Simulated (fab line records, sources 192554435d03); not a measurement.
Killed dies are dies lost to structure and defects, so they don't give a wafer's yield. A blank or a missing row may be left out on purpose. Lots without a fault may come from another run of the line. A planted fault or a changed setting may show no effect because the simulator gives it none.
A struck lot beside a sound one | flow n5_finfet | 39 steps out of a route of 1938
Sound: wafers L501.2, L501.5, L501.6. Struck: wafers L505.2, L505.4. (L505.3 of the same lot was not struck and is left out.) The cause comes at the end.
At each step with rows: each side's tool, then ch and its chambers, then its first start. Under that, the readings that differ: sound wafers | struck wafers | difference of the means | sigmas: that difference in standard deviations of wafers without a fault.
alike: readings whose means differ by less than 2 such deviations, and words and numbers that are the same on both sides. not compared: withheld readings, readings that some wafer has no value for, bounds like >300 that may hide the same value, and numbers for which the record gives no deviation and whose values overlap.
The two part at a step that has a row with sigmas, a row that says differs or no value, or rows on one side only. Numbers that don't overlap but have no deviation are shown without sigmas and don't part them. A reading that every wafer of one side lacks parts them only if that side has two wafers or more.

first, 11 steps without rows for these wafers: N5_BEOL_M0_SAQP_DESCUM_19 (chemistry O2, time 7.9 s); N5_BEOL_M0_SAQP_ETCH_83 (etches SiARC in CF4, target depth 39 nm, time 65 s); N5_BEOL_M0_SAQP_ETCH_84 (etches SOC in N2/H2, target depth 100 nm, overetch 20 nm, time 150 s); N5_BEOL_M0_SAQP_STRIP_80 (strips in N2/H2); N5_BEOL_M0_SAQP_HM_OPEN_112 (chemistry CHF3/O2, target SiO2, stops on a-Si, target depth 12 nm, time 13.5 s); N5_BEOL_M0_SAQP_STRIP_113 (strips in CHF3/O2); N5_BEOL_M0_SAQP_MANDREL_ETCH_20 (etches a-Si in HBr/Cl2, stops on SiNx, target depth 60 nm, bt time 10 s, time 30 s); N5_BEOL_M0_SAQP_STRIP_86 (strips in N2/H2); N5_BEOL_M0_SAQP_STRIP_115 (strips in post etch residue remover, time 60 s); N5_BEOL_M0_SAQP_SRD_93 (time 30 s); N5_BEOL_M0_SAQP_RECESS_114 (chemistry HF/NH3, target SiO2, target depth 14.4 nm, afs cycles 3, sublimation time 60 s).
N5_BEOL_M0_SAQP_SPACER1_ALD_98: deposits SiO2, target thk 12.8 nm, pulse time 1 s, purge time 2 s.
  sound on ald_sin-03 ch 0,1,3, day 8 17:49; struck on ald_sin-03 ch 0,3, day 9 16:20
  reading                                               | sound          | struck    | difference | sigmas
  ald_cycles                                            | 138 138 138    | 252 252   | +114       |
  model.SiO2_of_BEOL_M0_SAQP_SPACER1_ALD_98.thk_nm (nm) | 12.8 12.8 12.8 | 23.4 23.4 | +10.6      |
  alike: chamber_pressure_Torr, heater_power_w, precursor_pulse_height_rel
then, 1 step without rows for these wafers: N5_BEOL_M0_SAQP_SPACER1_ETCHBACK_99 (etches SiO2 in CHF3/O2, target depth 15.4 nm, time 7.7 s).
N5_BEOL_M0_SAQP_MANDREL1_REMOVE_100: chemistry HBr/Cl2/O2, target a-Si, stops on SiNx, bt time 10 s.
  sound on rie_si-06 ch 1,2, day 8 18:22; struck on rie_si-04 ch 0,3, day 9 16:53
  reading                                               | sound       | struck    | difference | sigmas
  drypump_motor_current_A (A)                           | 6.7 6.6 6.2 | 4.9 5.6   | -1.2       | -2
  model.SiO2_of_BEOL_M0_SAQP_SPACER1_ALD_98.thk_nm (nm) | 7.6 7.4 7.4 | 18 18     | +11        |
  model.BEOL_M0_SAQP.cd_nm (nm)                         | 13 12.8 13  | 23.4 23.4 | +10.5      |
  alike: oes_product_au, throttle_valve_pct
  not compared: rf_hours_counter_h
N5_BEOL_M0_SAQP_CD_MEAS_25: target cd 13.1 nm.
  sound on cd_sem-02 ch 0, day 8 18:29; struck on cd_sem-03 ch 0, day 9 17:00
  reading    | sound             | struck      | difference | sigmas
  cd_nm (nm) | 12.87 12.73 13.03 | 23.38 23.24 | +10.43     | +50
then, 22 steps without rows for these wafers: N5_BEOL_M0_SAQP_ETCH_101 (etches SiNx in CH3F/O2, target depth 29.9 nm, time 42.7 s); N5_BEOL_M0_SAQP_ETCH_102 (etches SiO2 in CF4, target depth 4 nm, time 4.4 s); N5_BEOL_M0_SAQP_MANDREL_ETCH_103 (etches a-Si in HBr/Cl2, stops on SiCN, target depth 45 nm, bt time 10 s, time 27 s); N5_BEOL_M0_SAQP_RECESS_104 (chemistry HF/NH3, target SiO2, target depth 18 nm, afs cycles 3, sublimation time 60 s); N5_BEOL_M0_SAQP_COAT_105 (time 60 s, resist thk 100 nm); N5_BEOL_M0_SAQP_ETCH_106 (etches SOC in N2/H2, stops on SiNx, target depth 150 nm); N5_BEOL_M0_SAQP_ETCH_107 (etches SiNx in CH3F/O2, target depth 30 nm); N5_BEOL_M0_SAQP_STRIP_108 (strips in N2/H2); N5_BEOL_M0_SAQP_RECESS_109 (chemistry HF/NH3, target SiO2, target depth 3 nm, afs cycles 1, sublimation time 60 s); N5_BEOL_M0_SAQP_SPACER2_ALD_26 (deposits SiO2, target thk 15 nm, pulse time 1 s, purge time 2 s); N5_BEOL_M0_SAQP_SPACER2_ETCHBACK_27 (etches SiO2 in CHF3/O2, target depth 22.5 nm, time 11.25 s); N5_BEOL_M0_SAQP_MANDREL2_REMOVE_110 (chemistry HBr/Cl2/O2, target a-Si, stops on SiCN, bt time 10 s); N5_BEOL_M0_SAQP_COAT_69 (time 60 s, resist thk 90 nm); N5_BEOL_M0_SAQP_COAT_72 (time 60 s, resist thk 15 nm); N5_BEOL_M0_SAQP_COAT_87 (time 60 s, resist thk 5 nm); N5_BEOL_M0_SAQP_COAT_34 (resist thk 30 nm); N5_BEOL_M0_SAQP_EBR_36; N5_BEOL_M0_SAQP_SOFTBAKE_35 (time 60 s); N5_BEOL_M0_SAQP_EXPOSE_37 (exposes mask M0 CUT1, target cd 30 nm); N5_BEOL_M0_SAQP_PEB_38 (peb time 60 s); N5_BEOL_M0_SAQP_DEVELOP_39 (develop time 30 s); N5_BEOL_M0_SAQP_DESCUM_45 (chemistry O2, time 7 s).
N5_BEOL_M4_RC_MEAS_101:
  the record has rows for the sound wafers here (prober-02 ch 0, day 11 00:51) and none for the struck ones
-- the record jumps here: 7 days lie between the struck wafers' starts before and after (it left off in module BEOL_M4 and takes up again in module PASSIVATION, whose first step shown is number 1936 of the route) --
N5_PASSIVATION_PROBE_49:
  sound on prober-01, day 15 08:15; struck on prober-02, day 16 22:26
  reading                  | sound | struck    | difference | sigmas
  defect_limited_yield (%) | 91.7  | 0 0       | -92        | -61
  killed_at_M0_to_M3       | 29    | 1111 1104 | +1078      | +90
  killed_dies              | 98    | 1180 1180 | +1082      | +64
  killed_on_rim            | 11    | 152 152   | +141       | +34
  killed_short             | 23    | 39 45     | +19        | +2
  sort_bin_5_function (%)  | 5.8   | 96.0 95.6 | +90.0      | +90
  sort_bin_6_memory (%)    | 2.4   | 3.5 4.3   | +1.5       | +2
  sort_n_pass              | 1082  | 0 0       | -1082      | -64
  sort_yield_pct (%)       | 91.7  | 0 0       | -92        | -61
  alike: killed_at_M4_up, killed_at_contacts, killed_at_front_end, killed_at_other, killed_open

WHERE THEY PART
First at N5_BEOL_M0_SAQP_MANDREL1_REMOVE_100; last, within this record, at N5_PASSIVATION_PROBE_49.

WHY: what the simulator had put in
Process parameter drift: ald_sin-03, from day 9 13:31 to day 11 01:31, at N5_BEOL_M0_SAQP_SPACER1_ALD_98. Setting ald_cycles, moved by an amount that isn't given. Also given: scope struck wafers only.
